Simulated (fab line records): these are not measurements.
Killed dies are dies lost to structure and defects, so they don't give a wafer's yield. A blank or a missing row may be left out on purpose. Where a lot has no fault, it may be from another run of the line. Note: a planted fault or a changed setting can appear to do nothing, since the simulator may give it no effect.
fab line records	flow n5_finfet
record lots=6	wafers=18	last_day=18
route steps=1938 shown BEOL_M2@875 BEOL_M4@1111 PASSIVATION@1936
lots untouched by any fault: they come from a run of this same line in which no faults occurred
start_h: hours from the record's first day to the start of the lot's first wafer shown	wait_h: how many hours have passed since the lot's step before this one	" same as the row above	L1.1+2: several wafers, shown together as one row	- either no value or no given start	* or withheld: withheld	< > ~ a bound
route shown NAME@n: NAME is a module with steps in the file, n the number in the route of the first one	usual: mean and standard deviation over wafers with no fault	same: alike in all rows	chamber/n: place in a boat	sites: per-site readings	_std_site: how widely they spread, as a standard deviation	_edge_site: inner sites' mean taken away from outer sites' mean	radius_mm: for every site, how far away it sits from the centre of the wafer	mask NAME#n: copy n	behind: the last tool/chamber to shape the wafer	hold: reason for holding the lot/hours on hold/outcome of the hold	device: the n, p or np transistor that did not switch	end of line: tests of these same wafers at the route's end	step lacking rows: just its recipe	killed: dies lost to structure and defects at the first sort, not the wafer's yield	map: per-die view of a wafer (x killed, . not killed, _ where there is no die)
set.NAME: the setting that was run; set.NAME@STEP: the one run at that earlier step	model.NAME: the simulator's own value behind a step, which no gauge read
certain route steps with their lots: each step a table, each wafer a row
services: from which hour (start_h, from the record's first day; less than 0 if before it) a tool's chamber was out of use, for how many hours, and why
## steps
# step N5_BEOL_M2_DEVELOP_27
# recipe develop_time_s=30	developer=TMAH	resist=CAR-EUV	rinse_liquid=surfactant_rinse	dry=air_spin	dev_temp_c=23
# step N5_BEOL_M2_CD_MEAS_28
# recipe target_cd_nm=26.2	landing_energy_ev=500	detector=se_inlens	target_cd_y_nm=24.1	polarity=opening
# usual cd_nm=26.24/0.24
lot.wafer	tool	chamber	start_h	wait_h	cd_nm
L609.2	cd_sem-01	0	152.79	-	26.43
L609.3	"	0	"	"	26.52
L609.6	"	0	"	"	26.18
L611.1	cd_sem-03	0	162.17	-	26.43
L611.2	"	0	"	"	26.45
L611.3	"	0	"	"	26.50
L616.1	cd_sem-01	0	196.55	-	25.89
L616.4	"	0	"	"	25.83
L616.6	"	0	"	"	26.38
L619.1	cd_sem-02	0	220.56	-	26.18
L619.2	"	0	"	"	26.13
L619.3	"	0	"	"	26.40
L624.1	cd_sem-03	0	260.47	-	26.30
L624.3	"	0	"	"	25.98
L624.6	"	0	"	"	26.09
L627.2	cd_sem-02	0	276.81	-	26.09
L627.4	"	0	"	"	26.06
L627.5	"	0	"	"	26.33
# step N5_BEOL_M2_OVL_MEAS_29
# recipe points_per_wafer=522
# usual V1_OVL=-0.3/0.7
lot.wafer	tool	chamber	start_h	wait_h	V1_OVL[nm]
L609.2	overlay-02	0	152.83	0.0	-1.3
L609.3	"	0	"	"	-0.1
L609.6	"	0	"	"	-1.3
L611.1	overlay-01	0	162.20	0.0	0.8
L611.2	"	0	"	"	-0.8
L611.3	"	0	"	"	0.3
L616.1	overlay-01	0	196.58	0.0	0.1
L616.4	"	0	"	"	-0.6
L616.6	"	0	"	"	-0.6
L619.1	overlay-01	0	220.59	0.0	1.1
L619.2	"	0	"	"	-0.8
L619.3	"	0	"	"	0.2
L624.1	overlay-01	0	260.50	0.0	0.6
L624.3	"	0	"	"	0.7
L624.6	"	0	"	"	-0.1
L627.2	overlay-02	0	276.84	0.0	-0.3
L627.4	"	0	"	"	-0.4
L627.5	"	0	"	"	-0.2
# step N5_BEOL_M2_INSPECT_30
# recipe mode=adi	inspect_instrument=brightfield
# usual raw_defect_count=396/82
lot.wafer	tool	chamber	start_h	wait_h	raw_defect_count
L609.2	defect_inspect-02	-	152.88	0.0	387
L609.3	"	-	"	"	421
L609.6	"	-	"	"	390
L611.1	defect_inspect-02	-	162.25	0.1	368
L611.2	"	-	"	"	441
L611.3	"	-	"	"	467
L616.1	defect_inspect-02	-	196.64	0.1	417
L616.4	"	-	"	"	312
L616.6	"	-	"	"	424
L619.1	defect_inspect-02	-	220.65	0.1	422
L619.2	"	-	"	"	363
L619.3	"	-	"	"	594
L624.1	defect_inspect-01	-	260.56	0.1	354
L624.3	"	-	"	"	441
L624.6	"	-	"	"	283
L627.2	defect_inspect-02	-	276.90	0.0	334
L627.4	"	-	"	"	439
L627.5	"	-	"	"	313
# step N5_BEOL_M2_DESCUM_33
# recipe chemistry=O2	time_s=7	source_power_w=50	bias_power_w=20	pressure_mtorr=20	rf_frequency_hz=2.712e+07	temp_c=40	resist=CAR-EUV	o2_flow_sccm=225
# step N5_BEOL_M2_ETCH_77
# recipe chemistry=N2/H2	target=underlayer	target_depth_a=65	mask_material=CAR-EUV	time_s=5.2	ion_energy_ev=200	pressure_mtorr=30	source_w=840	bias_w=150	n2_flow_sccm=200	h2_flow_sccm=200	ends=cleared
# usual bias_w=149.9/0.42	drypump_motor_current_A=5.6/0.53	etch_rf_on_time_s=5.15/0.067	oes_product_au=0.70/0.076	rf_vpp_V=525/3.3	showerhead_plenum_p_Torr=2.58/0.11	throttle_valve_pct=17.81/0.23
lot.wafer	tool	chamber	start_h	wait_h	bias_w	drypump_motor_current_A	etch_rf_on_time_s	oes_product_au	rf_hours_counter_h	rf_vpp_V	showerhead_plenum_p_Torr	throttle_valve_pct
L609.2	rie_diel-03	1	152.95	0.0	149.8	6.5	5.17	0.75	46	527	2.71	17.85
L609.3	"	3	"	"	149.2	4.8	5.14	0.62	200	526	2.62	18.20
L609.6	"	3	"	"	149.2	4.8	5.17	0.62	-	525	2.62	18.19
L611.1	rie_diel-03	1	162.32	0.0	149.7	6.5	5.06	0.74	50	529	2.70	17.82
L611.2	"	3	"	"	149.8	4.9	5.10	0.62	204	525	2.62	18.19
L611.3	"	2	"	"	150.0	5.3	5.11	0.62	193	516	2.43	18.07
L616.1	rie_diel-03	0	196.71	0.0	150.6	5.5	5.19	0.83	5	520	2.49	17.41
L616.4	"	1	"	"	149.7	6.5	5.11	0.73	-	529	2.70	17.88
L616.6	"	2	"	"	150.2	5.3	5.28	0.60	-	523	2.42	18.09
L619.1	rie_diel-04	3	220.72	0.0	150.2	6.1	5.03	0.84	7	530	2.71	17.72
L619.2	"	2	"	"	149.9	6.1	5.10	0.67	106	520	2.55	17.63
L619.3	"	0	"	"	149.4	5.3	5.26	0.73	54	523	2.48	17.76
L624.1	rie_diel-03	1	261.23	0.0	150.5	6.5	5.04	0.69	91	529	2.69	17.90
L624.3	"	0	"	"	149.6	5.5	5.06	0.80	29	525	2.48	17.44
L624.6	"	3	"	"	149.6	4.9	5.17	0.60	-	526	2.61	18.24
L627.2	rie_diel-01	1	276.96	0.0	150.4	5.1	5.18	0.72	67	528	2.69	17.80
L627.4	"	3	"	"	149.9	6.3	5.03	0.71	62	519	2.48	17.92
L627.5	"	2	"	"	150.6	5.4	5.17	0.74	-	529	2.69	17.71
# step N5_BEOL_M2_ETCH_69
# recipe chemistry=CF4	target=SiARC	target_depth_a=156	mask_material=CAR-EUV	time_s=26	ion_energy_ev=80	pressure_mtorr=40	source_w=545	bias_w=36	Ar_flow_sccm=100	cf4_flow_sccm=100	ends=cleared
# usual bias_w=36.00/0.11	cf4_flow_sccm=100.0/0.31	drypump_motor_current_A=5.6/0.53	etch_rf_on_time_s=25.8/0.36	oes_product_au=0.71/0.075	rf_vpp_V=184.4/1.3	showerhead_plenum_p_Torr=2.17/0.083	throttle_valve_pct=15.55/0.22
lot.wafer	tool	chamber	start_h	wait_h	bias_w	cf4_flow_sccm	drypump_motor_current_A	etch_rf_on_time_s	oes_product_au	rf_hours_counter_h	rf_vpp_V	showerhead_plenum_p_Torr	throttle_valve_pct
L609.2	rie_diel-03	1	152.96	0.0	35.99	100.6	6.5	25.8	0.75	46	186.2	2.26	15.48
L609.3	"	3	"	"	36.12	99.7	4.8	25.9	0.62	200	184.6	2.21	15.90
L609.6	"	3	"	"	35.92	100.0	4.8	25.9	0.62	-	185.1	2.21	15.90
L611.1	rie_diel-03	1	162.34	0.0	35.95	100.4	6.5	25.7	0.74	50	185.4	2.26	15.48
L611.2	"	3	"	"	36.06	100.0	4.8	25.8	0.61	204	184.3	2.21	15.89
L611.3	"	2	"	"	36.03	100.0	5.3	26.2	0.62	193	181.4	2.05	15.76
L616.1	rie_diel-03	0	196.73	0.0	36.04	100.3	5.5	25.7	0.84	5	183.6	2.10	15.25
L616.4	"	1	"	"	35.85	99.9	6.5	25.7	0.72	-	185.2	2.26	15.54
L616.6	"	2	"	"	35.95	99.8	5.3	26.4	0.62	-	183.6	2.04	15.78
L619.1	rie_diel-04	3	220.73	0.0	36.05	100.2	6.0	25.1	0.83	7	185.5	2.28	15.51
L619.2	"	2	"	"	35.85	100.2	6.1	25.6	0.67	106	183.9	2.15	15.41
L619.3	"	0	"	"	36.19	100.0	5.3	26.5	0.73	54	184.6	2.09	15.47
L624.1	rie_diel-03	1	261.25	0.0	36.05	100.0	6.5	25.6	0.70	91	185.6	2.25	15.57
L624.3	"	0	"	"	35.91	99.9	5.5	25.7	0.78	29	183.7	2.10	15.30
L624.6	"	3	"	"	36.14	99.9	4.8	25.8	0.60	-	185.1	2.20	15.94
L627.2	rie_diel-01	1	276.98	0.0	36.02	100.1	5.1	25.7	0.72	67	185.9	2.26	15.56
L627.4	"	3	"	"	36.05	99.8	6.3	25.5	0.72	62	183.5	2.09	15.62
L627.5	"	2	"	"	36.05	100.2	5.3	26.0	0.74	-	185.2	2.26	15.48
# step N5_BEOL_M2_ALD_98
# recipe material=SiO2	target_thk_a=25	temp_c=100	ald_precursor_family=BDEAS	ald_co_reactant=O2-plasma	pulse_time_s=1	co_reactant_pulse_time_s=1	purge_time_s=2	co_reactant_purge_time_s=2	ald_cycles=17	pressure_torr=2
# usual heater_power_w=76/6.4	precursor_pulse_height_rel=0.998/0.017
lot.wafer	tool	chamber	start_h	wait_h	heater_power_w	precursor_pulse_height_rel
L609.2	ald_sin-03	3	153.07	0.1	73	1.028
L609.3	"	2	"	"	90	0.994
L609.6	"	2	"	"	86	0.995
L611.1	ald_sin-02	2	162.42	0.1	76	1.010
L611.2	"	0	"	"	67	1.027
L611.3	"	1	"	"	77	1.022
L616.1	ald_sin-02	2	196.81	0.1	73	1.013
L616.4	"	0	"	"	66	1.017
L616.6	"	2	"	"	72	1.010
L619.1	ald_sin-02	1	220.89	0.1	73	0.995
L619.2	"	0	"	"	67	0.986
L619.3	"	2	"	"	74	1.004
L624.1	ald_sin-04	1	261.33	0.1	85	0.993
L624.3	"	3	"	"	85	0.978
L624.6	"	2	"	"	79	1.008
L627.2	ald_sin-03	0	277.07	0.1	77	0.991
L627.4	"	1	"	"	73	1.001
L627.5	"	1	"	"	73	0.989
# step N5_BEOL_M2_ETCHBACK_99
# recipe chemistry=CHF3	target=SiO2	target_depth_a=50	time_s=10.4	source_w=215	bias_w=47	Ar_flow_sccm=200	CHF3_flow_sccm=12	ion_energy_ev=100	pressure_mtorr=30
# usual bias_w=47.01/0.14	drypump_motor_current_A=5.6/0.49	oes_ar_750_au=0.84/0.07	oes_product_au=0.84/0.074	rf_vpp_V=241.8/3	showerhead_plenum_p_Torr=2.19/0.087	throttle_valve_pct=16.98/0.18
lot.wafer	tool	chamber	start_h	wait_h	bias_w	drypump_motor_current_A	oes_ar_750_au	oes_product_au	rf_hours_counter_h	rf_vpp_V	showerhead_plenum_p_Torr	throttle_valve_pct
L611.1	rie_diel-01	0	171.22	8.8	47.05	5.7	0.80	0.82	90	241.4	2.17	16.92
L611.2	"	1	"	"	47.23	5.1	0.88	0.90	32	244.9	2.29	16.98
L611.3	"	3	"	"	46.96	6.3	0.90	0.90	26	237.6	2.11	17.03
L609.2	rie_diel-04	3	171.26	18.1	47.08	6.0	0.70	0.68	246	237.3	2.04	17.41
L609.3	"	2	"	"	47.28	6.1	0.80	0.81	87	238.6	2.17	16.83
L609.6	"	1	"	"	46.94	5.1	0.90	0.90	-	241.5	2.28	16.64
L616.1	rie_diel-01	1	221.91	25.1	47.06	5.1	0.86	0.86	49	244.0	2.28	17.01
L616.4	"	2	"	"	46.86	5.3	0.88	0.89	33	242.6	2.29	16.93
L616.6	"	0	"	"	47.34	5.8	0.79	0.79	-	241.1	2.16	16.94
L619.1	rie_diel-01	1	226.02	5.1	46.90	5.1	0.86	0.86	51	244.5	2.28	17.02
L619.2	"	0	"	"	47.04	5.8	0.79	0.79	108	242.3	2.16	16.96
L619.3	"	3	"	"	46.79	6.3	0.86	0.87	44	237.1	2.11	17.07
L624.1	rie_diel-04	0	264.47	3.1	46.96	5.3	0.83	0.84	70	246.1	2.10	16.98
L624.3	"	2	"	"	47.13	6.1	0.77	0.77	122	237.4	2.16	16.90
L624.6	"	0	"	"	46.77	5.3	0.84	0.85	-	248.6	2.10	17.00
L627.2	rie_diel-04	1	291.42	14.3	47.21	5.1	0.83	0.82	63	243.7	2.26	16.72
L627.4	"	2	"	"	46.91	6.1	0.76	0.76	131	238.3	2.16	16.91
L627.5	"	3	"	"	47.05	6.0	0.90	0.91	-	240.6	2.29	17.06
# step N5_BEOL_M2_ETCH_70
# recipe chemistry=N2/H2	target=SOC	target_depth_a=800	overetch_a=240	mask_material=SiARC	temp_c=40	time_s=130	ion_energy_ev=200	pressure_mtorr=30	source_w=840	bias_w=150	n2_flow_sccm=200	h2_flow_sccm=200
# usual bias_w=150.1/0.44	drypump_motor_current_A=5.6/0.49	oes_product_au=0.62/0.052	rf_vpp_V=525/3.1	showerhead_plenum_p_Torr=2.59/0.11	throttle_valve_pct=17.73/0.18
lot.wafer	tool	chamber	start_h	wait_h	bias_w	drypump_motor_current_A	oes_product_au	rf_hours_counter_h	rf_vpp_V	showerhead_plenum_p_Torr	throttle_valve_pct
L611.1	rie_diel-01	0	171.26	0.0	150.1	5.8	0.59	90	523	2.56	17.59
L611.2	"	1	"	"	150.0	5.1	0.65	32	528	2.70	17.71
L611.3	"	3	"	"	150.7	6.3	0.66	26	521	2.49	17.81
L609.2	rie_diel-04	3	171.30	0.0	149.8	6.1	0.51	246	520	2.40	18.04
L609.3	"	2	"	"	149.9	6.1	0.60	87	524	2.56	17.53
L609.6	"	1	"	"	150.2	5.0	0.67	-	528	2.71	17.57
L616.1	rie_diel-01	1	221.94	0.0	149.8	5.1	0.63	49	527	2.70	17.75
L616.4	"	2	"	"	149.7	5.3	0.65	33	528	2.70	17.64
L616.6	"	0	"	"	150.6	5.8	0.58	-	524	2.55	17.62
L619.1	rie_diel-01	1	226.05	0.0	149.6	5.1	0.63	51	528	2.70	17.75
L619.2	"	0	"	"	150.7	5.8	0.57	108	523	2.55	17.64
L619.3	"	3	"	"	150.1	6.3	0.64	44	522	2.49	17.85
L624.1	rie_diel-04	0	264.51	0.0	149.8	5.3	0.62	70	522	2.47	17.74
L624.3	"	2	"	"	149.8	6.1	0.56	122	523	2.55	17.61
L624.6	"	0	"	"	150.6	5.3	0.62	-	521	2.47	17.74
L627.2	rie_diel-04	1	291.45	0.0	150.0	5.1	0.61	63	528	2.69	17.66
L627.4	"	2	"	"	149.8	6.1	0.56	131	523	2.54	17.61
L627.5	"	3	"	"	150.1	6.1	0.66	-	527	2.70	17.75
# step N5_BEOL_M2_STRIP_71
# recipe chemistry=N2/H2	temp_c=40	n2_flow_sccm=200	h2_flow_sccm=200	rf_frequency_hz=6e+07
# step N5_BEOL_M2_STRIP_78
# recipe chemistry=N2/H2	temp_c=40	n2_flow_sccm=200	h2_flow_sccm=200	rf_frequency_hz=6e+07
# step N5_BEOL_M2_VIA_ETCH_34
# recipe chemistry=C4F6/O2	target_depth_a=694	mask_material=SOC	pressure_mtorr=15	ion_energy_ev=250	taper_deg=4	time_s=65.9	source_w=350	bias_w=170	Ar_flow_sccm=300	C4F6_flow_sccm=10	O2_flow_sccm=10
# usual bias_w=170.0/0.51	drypump_motor_current_A=5.6/0.49	oes_ar_750_au=0.84/0.07	oes_o_777_au=0.84/0.07	oes_product_au=0.84/0.074	rf_vpp_V=668/7.4	showerhead_plenum_p_Torr=2.89/0.11	throttle_valve_pct=30.73/0.2
lot.wafer	tool	chamber	start_h	wait_h	bias_w	drypump_motor_current_A	oes_ar_750_au	oes_o_777_au	oes_product_au	rf_hours_counter_h	rf_vpp_V	showerhead_plenum_p_Torr	throttle_valve_pct	model.etch.depth_nm	model.SOC_of_BEOL_M2_COAT_67.thk_nm
L611.1	rie_diel-01	0	171.37	0.0	169.7	5.8	0.81	0.81	0.81	90	667	2.86	30.57	70.06	51.6
L611.2	"	1	"	"	170.0	5.1	0.88	0.88	0.90	32	678	3.02	30.77	70.74	51.8
L611.3	"	3	"	"	169.8	6.3	0.90	0.90	0.90	26	659	2.79	30.91	70.78	51.6
L609.2	rie_diel-04	3	171.40	0.0	170.0	6.0	0.69	0.69	0.67	246	658	2.69	30.94	67	52.4
L609.3	"	2	"	"	169.8	6.1	0.81	0.82	0.80	88	659	2.87	30.51	69.53	52
L609.6	"	1	"	"	170.0	5.0	0.89	0.90	0.89	-	669	3.00	30.37	68.88	52
L616.1	rie_diel-01	1	222.05	0.0	169.1	5.1	0.86	0.86	0.66	49	678	3.01	30.76	44.05	54.6
L616.4	"	2	"	"	170.0	5.3	0.88	0.88	0.90	33	672	3.01	30.72	70.33	51.6
L616.6	"	0	"	"	169.6	5.7	0.79	0.79	0.80	-	668	2.85	30.60	69.76	51.6
L619.1	rie_diel-01	1	226.16	0.0	170.0	5.1	0.86	0.86	0.66	51	678	3.01	30.76	44.18	54.8
L619.2	"	0	"	"	170.1	5.7	0.79	0.79	0.61	108	667	2.85	30.56	43.78	55
L619.3	"	3	"	"	169.7	6.3	0.86	0.87	0.87	44	658	2.78	30.92	70.66	51.8
L624.1	rie_diel-04	0	264.61	0.0	170.2	5.3	0.84	0.82	0.84	70	680	2.77	30.81	68.57	51.6
L624.3	"	2	"	"	170.2	6.1	0.77	0.78	0.77	122	657	2.85	30.56	69.33	51.4
L624.6	"	0	"	"	170.9	5.3	0.84	0.82	0.83	-	680	2.77	30.80	68.38	51.8
L627.2	rie_diel-04	1	291.56	0.0	169.4	5.1	0.83	0.83	0.82	63	667	2.98	30.41	68.34	51.8
L627.4	"	2	"	"	170.1	6.1	0.76	0.77	0.76	131	659	2.85	30.57	69.31	51.6
L627.5	"	3	"	"	169.6	6.0	0.90	0.89	0.91	-	668	3.02	30.89	70.6	51.8
# step N5_BEOL_M2_STRIP_83
# recipe chemistry=C4F6/O2	resist=SiARC	rf_frequency_hz=6e+07
# step N5_BEOL_M4_RC_MEAS_101
# usual DIBL_N=36.6/1.1	DIBL_P=36.8/1.6	IOFF_N=0.169/0.024	IOFF_P=0.206/0.028	ION_N=679/9.2	ION_P=462/7	SS_N=71.6/0.57	SS_P=73.3/0.57	VT_N=248.8/2.4	VT_P=-251/3
lot.wafer	tool	chamber	start_h	wait_h	DIBL_N[mV/V]	DIBL_P[mV/V]	IOFF_N[nA/um]	IOFF_P[nA/um]	ION_N[uA/um]	ION_P[uA/um]	SS_N[mV/dec]	SS_P[mV/dec]	VT_N[mV]	VT_P[mV]
L611.1	prober-02	0	222.46	0.0	36.7	38.0	0.163	0.217	683	468	71.1	73.8	249.3	-249
L611.2	"	0	"	"	37.5	38.8	0.171	0.219	669	462	72.1	73.5	248.7	-250
L611.3	"	0	"	"	38.1	39.1	0.190	0.241	686	475	72.1	73.5	247.1	-250
L609.2	prober-01	0	224.48	0.2	36.3	36.3	0.146	0.194	682	463	71.1	72.7	250.9	-252
L609.3	"	0	"	"	37.1	38.9	0.169	0.224	688	468	71.1	73.7	248.2	-251
L609.6	"	0	"	"	36.7	37.5	0.150	0.204	678	463	71.3	72.9	250.6	-251
L616.1	prober-02	0	263.74	0.0	34.5	34.4	0.133	0.174	670	454	71.6	72.3	251.2	-254
L616.4	"	0	"	"	35.8	36.5	0.156	0.206	673	461	71.6	72.8	250.4	-250
L616.6	"	0	"	"	36.5	36.8	0.169	0.212	685	468	71.8	73.0	247.2	-250
L619.1	prober-01	0	270.47	0.0	35.8	35.0	0.142	0.186	686	465	71.5	73.4	250.8	-251
L619.2	"	0	"	"	36.3	35.8	0.152	0.192	689	464	71.9	72.9	250.7	-253
L619.3	"	0	"	"	38.7	38.0	0.191	0.231	687	460	71.5	73.6	246.8	-249
L624.1	prober-01	0	304.79	0.0	38.7	38.7	0.226	0.232	698	466	72.6	73.9	243.9	-249
L624.3	"	0	"	"	38.3	39.5	0.212	0.242	684	466	72.2	74.1	247.3	-249
L624.6	"	0	"	"	37.5	36.6	0.187	0.199	677	461	72.4	72.7	248.9	-250
L627.2	prober-02	0	339.23	0.2	35.2	36.5	0.157	0.170	678	457	70.8	73.3	247.4	-257
L627.4	"	0	"	"	35.2	36.7	0.164	0.172	678	451	71.2	73.4	248.4	-258
L627.5	"	0	"	"	34.4	35.9	0.144	0.162	678	453	71.1	72.9	249.1	-257
# step N5_PASSIVATION_PROBE_49
# usual defect_limited_yield=91.1/1.5	killed_at_M0_to_M3=36/11	killed_at_M4_up=14/5.6	killed_at_contacts=11/5.6	killed_at_front_end=40/12	killed_at_other=4/3.2	killed_dies=105/17	killed_open=69/12	killed_short=34/8.4	sort_bin_5_function=5.2/0.95	sort_bin_6_memory=3.3/0.63	sort_n_pass=1075/17	sort_yield_pct=91.1/1.5
# same gross_dies=1180	killed_at_back_side=0	sort_bin_4_leakage[%]=0	sort_bin_8_speed[%]=0
lot.wafer	tool	chamber	start_h	wait_h	defect_limited_yield[%]	killed_at_M0_to_M3	killed_at_M4_up	killed_at_contacts	killed_at_front_end	killed_at_other	killed_dies	killed_open	killed_short	sort_bin_5_function[%]	sort_bin_6_memory[%]	sort_n_pass	sort_yield_pct[%]
L611.1	prober-01	-	343.51	0.1	92.5	25	13	10	39	2	89	68	20	4.5	2.9	1091	92.5
L611.2	prober-01	-	343.56	0.1	93.4	18	12	10	38	0	78	54	24	4.3	2.1	1102	93.4
L611.3	prober-01	-	343.61	0.2	92.8	22	26	6	29	2	85	55	28	4.0	2.7	1095	92.8
L609.2	prober-01	-	345.23	0.1	91.2	38	17	10	32	7	104	59	42	4.9	3.3	1076	91.2
L609.3	prober-01	-	345.28	0.1	92.0	36	7	13	33	5	94	65	29	4.2	3.6	1086	92.0
L609.6	prober-01	-	345.43	0.3	92.3	38	13	8	28	4	91	61	30	4.7	2.7	1089	92.3
L624.1	prober-01	-	412.49	0.0	90.5	54	16	10	25	7	112	74	36	5.8	3.2	1068	90.5
L624.3	prober-01	-	412.59	0.1	91.0	36	18	9	38	5	106	64	35	5.3	3.2	1074	91.0
L624.6	prober-01	-	412.74	0.3	89.2	49	11	13	55	0	128	80	46	6.5	3.6	1052	89.2
# killed by level:class
L611.1 DUMMY_GATE:geometric_particle:open=12 FIN_SAQP:geometric_particle:open=10 FIN_SAQP:geometric_particle:short=10 MOL_CONTACT_COAG:geometric_particle:open=9 BEOL_M2:geometric_particle:open=9 BEOL_M0_SAQP:geometric_particle:open=7 BEOL_M4:geometric_particle:open=5 BEOL_M3:geometric_particle:open=4
L611.2 DUMMY_GATE:geometric_particle:open=9 MOL_CONTACT_COAG:geometric_particle:open=7 FIN_SAQP:geometric_particle:short=6 FIN_SAQP:geometric_particle:open=5 BEOL_M2:geometric_particle:open=4 STI_FIN_REVEAL:geometric_particle:open=4 BEOL_M1:geometric_particle:open=4 BEOL_M4:geometric_particle:open=4
L611.3 FIN_SAQP:geometric_particle:short=8 BEOL_M8:geometric_particle:open=7 BEOL_M2:geometric_particle:open=7 BEOL_M5:geometric_particle:open=7 FIN_SAQP:geometric_particle:open=5 BEOL_M1:geometric_particle:open=5 MOL_CONTACT_COAG:geometric_particle:open=4 BEOL_M0_SAQP:geometric_particle:open=3
L609.2 BEOL_M0_SAQP:geometric_particle:short=15 BEOL_M2:geometric_particle:open=9 BEOL_M4:geometric_particle:open=8 BEOL_M0_SAQP:geometric_particle:open=8 MOL_CONTACT_COAG:geometric_particle:short=5 MOL_CONTACT_COAG:geometric_particle:open=5 STARTING-WAFER:geometric_particle:open=5 DUMMY_GATE:geometric_particle:open=4
L609.3 MOL_CONTACT_COAG:geometric_particle:open=11 BEOL_M0_SAQP:geometric_particle:open=11 STI_FIN_REVEAL:geometric_particle:open=10 BEOL_M2:geometric_particle:open=10 FIN_SAQP:geometric_particle:short=7 BEOL_M0_SAQP:geometric_particle:short=5 STI_FIN_REVEAL:geometric_particle:short=4 BEOL_M0:geometric_particle:open=3
L609.6 BEOL_M0_SAQP:geometric_particle:open=15 BEOL_M2:geometric_particle:open=10 BEOL_M4:geometric_particle:open=8 MOL_CONTACT_COAG:geometric_particle:open=7 BEOL_M0_SAQP:geometric_particle:short=6 FIN_SAQP:geometric_particle:short=5 STARTING-WAFER:geometric_particle:short=5 FIN_SAQP:geometric_particle:open=4
L624.1 BEOL_M0_SAQP:geometric_particle:open=13 BEOL_M1:geometric_particle:open=11 BEOL_M3:geometric_particle:open=8 FIN_SAQP:geometric_particle:open=7 BEOL_M0_SAQP:geometric_particle:short=7 MOL_CONTACT_COAG:geometric_particle:open=7 BEOL_M4:geometric_particle:open=7 BEOL_M2:geometric_particle:short=4
L624.3 FIN_SAQP:geometric_particle:short=12 MOL_CONTACT_COAG:geometric_particle:open=9 BEOL_M2:geometric_particle:open=9 FIN_SAQP:geometric_particle:open=8 BEOL_M0_SAQP:geometric_particle:short=7 BEOL_M0_SAQP:geometric_particle:open=7 BEOL_M3:geometric_particle:open=5 SPACER0:geometric_particle:open=4
L624.6 BEOL_M0_SAQP:geometric_particle:short=20 FIN_SAQP:geometric_particle:open=15 BEOL_M0_SAQP:geometric_particle:open=14 MOL_CONTACT_COAG:geometric_particle:open=11 FIN_SAQP:geometric_particle:short=10 STI_FIN_REVEAL:geometric_particle:open=7 BEOL_M1:geometric_particle:open=5 BEOL_M4:geometric_particle:open=5
## services
tool	chamber	start_h	hours	kind
rie_diel-01	-	129.43	10.9	repair
rie_diel-04	3	138.33	9.4	repair
rie_diel-01	2	143.52	8.2	repair
rie_diel-03	0	165.44	-	clean
rie_diel-03	0	165.44	-	consumable_replace:focus_ring
rie_diel-03	0	165.44	20.8	scheduled_down
rie_diel-03	0	165.44	20.8	vent_cycle
ald_sin-02	-	177.90	14.0	pm
ald_sin-02	0	177.90	14.0	vent_cycle
ald_sin-02	1	177.90	14.0	vent_cycle
ald_sin-02	2	177.90	14.0	vent_cycle
ald_sin-02	3	177.90	14.0	vent_cycle
rie_diel-04	3	182.81	-	clean
rie_diel-04	3	182.81	-	consumable_replace:focus_ring
rie_diel-04	3	182.81	-	consumable_replace:showerhead
rie_diel-04	3	182.81	17.6	scheduled_down
rie_diel-04	3	182.81	17.6	vent_cycle
ald_sin-02	0	191.90	-	clean
ald_sin-02	1	191.90	-	clean
ald_sin-03	3	230.62	14.3	repair
ald_sin-03	2	232.83	15.8	repair
ald_sin-02	-	247.15	6.1	pm
ald_sin-03	0	258.75	3.6	repair
rie_diel-01	0	264.71	3.7	repair
## key
first_sign step=N5_BEOL_M2_VIA_ETCH_34	reading=oes_product_au	direction=down	sigmas=2.7	usual=0.84	struck=0.64
effect none on later readings
model_effect step=N5_BEOL_M2_VIA_ETCH_34	value=etch.depth_nm	without=70.19	struck=44
met_at N5_BEOL_M2_VIA_ETCH_34
struck_wafers L616.1,L619.1,L619.2
onset_between 171.37 222.05
fault kind=process_parameter_drift	tool=rie_diel-01	chamber=-	onset_h=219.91	steps=N5_BEOL_M2_VIA_ETCH_34	channel=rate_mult	offset=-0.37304	shape=step	end_h=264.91	scope=struck_wafers_only
